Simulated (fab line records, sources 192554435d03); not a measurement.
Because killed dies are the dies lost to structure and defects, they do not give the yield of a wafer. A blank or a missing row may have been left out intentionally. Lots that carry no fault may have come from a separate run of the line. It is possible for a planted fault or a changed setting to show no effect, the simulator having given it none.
Matching of chambers | flow n5_finfet | N5_BEOL_M9_ETCH_61 on rie_diel-02: 3 sister chambers
The step etches SiARC in CF4, target depth 39 nm, time 65 s. 6 wafers are shown with their chamber, then 3 later ones without.

== WAFERS PAIRED WITH THEIR CHAMBERS ==
wafer  | chamber | showerhead_plenum_p_Torr (Torr) | etch_rf_on_time_s (s)
L076.3 | 3       | 2.10                            | 65.9
L083.1 | 0       | 2.18                            | 67.9
L084.3 | 0       | 2.18                            | 67.3
L084.6 | 1       | 2.13                            | 66.1
L087.3 | 1       | 2.13                            | 66.3
L087.5 | 3       | 2.09                            | 64.1

== WAFERS MISSING THEIR CHAMBER ==
wafer  | showerhead_plenum_p_Torr (Torr) | etch_rf_on_time_s (s)
L088.5 | 2.09                            | 63.1
L092.1 | 2.09                            | 63.4
L092.6 | 2.09                            | 63.4

== WHICH CHAMBER EACH WENT THROUGH ==
wafer  | from the rows above | in truth
L088.5 | 3                   | 3
L092.1 | 3                   | 3
L092.6 | 3                   | 3
3 of 3 placed correctly. Left unplaced by these rows: 0. 0 placed wrongly.
How it was worked out, from the rows above alone: a wafer's distance from a chamber is the root of the sum, over the readings, of the square of ((its reading less the chamber's mean) divided by the reading's scatter). The wafer belongs to the nearest chamber; if the next one is less than 2 further off, it can't be placed. The mean given for a chamber averages the wafers shown for that chamber. The scatter: the root of (the sum of the squares of (reading less its chamber's mean) over the shown wafers, divided by (wafers less chambers)).
